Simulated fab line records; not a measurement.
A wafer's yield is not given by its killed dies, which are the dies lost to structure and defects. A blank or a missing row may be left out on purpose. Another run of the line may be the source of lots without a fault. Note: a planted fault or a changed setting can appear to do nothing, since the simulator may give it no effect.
2 desks, one fault	flow n5_finfet	what lay behind the numbers comes last; until then each desk has only its own

THE METROLOGY DESK
Means of the sampled wafers that have a number, per lot and without regard to the tool the lot ran on: this is what the gauges read. Marked OUT: a lot whose mean sits more than 4 standard deviations from the usual mean, which makes it out of limits; the brackets give that distance. It has 10 readings; the 7 that lie furthest out on some lot are the ones shown.
Columns: A = DIBL_N at N5_BEOL_M4_RC_MEAS_101, usual 36.2 mV/V; B = DIBL_P at N5_BEOL_M4_RC_MEAS_101, usual 36.2 mV/V; C = IOFF_N at N5_BEOL_M4_RC_MEAS_101, usual 0.16 nA/um; D = IOFF_P at N5_BEOL_M4_RC_MEAS_101, usual 0.21 nA/um; E = ION_N at N5_BEOL_M4_RC_MEAS_101, usual 673 uA/um; F = ION_P at N5_BEOL_M4_RC_MEAS_101, usual 462 uA/um; G = VT_N at N5_BEOL_M4_RC_MEAS_101, usual 250 mV
lot	first seen here	A	B	C	D	E	F	G
L929	day 8 07:13	38.2	40.2	0.25	0.31	699	475	241
L930	day 8 10:10	35.3	34.9	0.14	0.19	676	466	249
L933	day 9 19:28	37.0	37.4	0.18	0.24	683	469	248
L939	day 11 07:58	36.4	34.9	0.14	0.18	678	461	253
L942	day 11 13:39	33.8	32.5	0.11	0.15	655	446	256
L943	day 12 13:05	36.2	36.0	0.16	0.22	674	465	250
L944	day 12 17:07	32.4	31.7	0.10	0.14	650	449	257
L948	day 13 15:37	36.4	35.9	0.15	0.21	671	458	251
L949	day 13 17:47	34.7	35.8	0.14	0.16	668	452	253
Result from this desk: across the 9 lots, nothing is out of limits.

TOOL OWNER'S DESK, rie_diel-04
The tool's own readings at N5_HKMG_FIN_ETCH_32 (etches SOC in N2/H2, target depth 240 nm, time 300 s): means of the sampled wafers that have a number, for each lot that ran on this tool. Marked OUT: a lot whose mean sits more than 4 standard deviations from the usual mean, which makes it out of limits; the brackets give that distance.
Columns: A = drypump_motor_current_A at N5_HKMG_FIN_ETCH_32, usual 5.7 A; B = oes_product_au at N5_HKMG_FIN_ETCH_32, usual 0.76 a.u.; C = rf_fwd_power_W at N5_HKMG_FIN_ETCH_32, usual 837.8 W; D = rf_vpp_V at N5_HKMG_FIN_ETCH_32, usual 524.9 V; E = showerhead_plenum_p_Torr at N5_HKMG_FIN_ETCH_32, usual 2.58 Torr; F = throttle_valve_pct at N5_HKMG_FIN_ETCH_32, usual 17.75 %
lot	first seen here	A	B	C	D	E	F
L929	day 4 21:58	6.0	0.81	840.2	524.2	2.56	17.96
L933	day 6 02:08	6.0	0.77	837.1	524.5	2.58	17.73
L942	day 8 02:46	6.1	0.84	1038.7 (+74) OUT	487.5 (-18) OUT	2.53	17.75
L943	day 8 10:19	6.0	0.81	1041.2 (+75) OUT	487.8 (-18) OUT	2.55	17.84
L944	day 8 14:50	6.0	0.79	1040.4 (+75) OUT	489.1 (-17) OUT	2.57	17.74
This desk's finding: out of limits on L942, L943, L944; first on L942, day 8 02:46 (rf_fwd_power_W at N5_HKMG_FIN_ETCH_32). In limits: L929, L933.

TAKEN TOGETHER
At day 8 02:46, on L942, L943, L944, the tool owner's desk was in a position to raise an alarm.
At the metrology desk, nothing out of limits was observed.
The metrology desk has L942, L943, L944 on record, within its limits.
The lots listed all ran N5_HKMG_FIN_ETCH_32 on rie_diel-04.

WHAT THE SIMULATOR PUT IN
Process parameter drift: rie_diel-04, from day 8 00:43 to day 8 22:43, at N5_HKMG_FIN_ETCH_32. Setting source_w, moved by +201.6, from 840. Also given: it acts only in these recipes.
Lots struck among those shown: L942, L943, L944.
How many hours passed from the start of the fault until each desk's first out-of-limits reading: the tool owner's desk, 2.
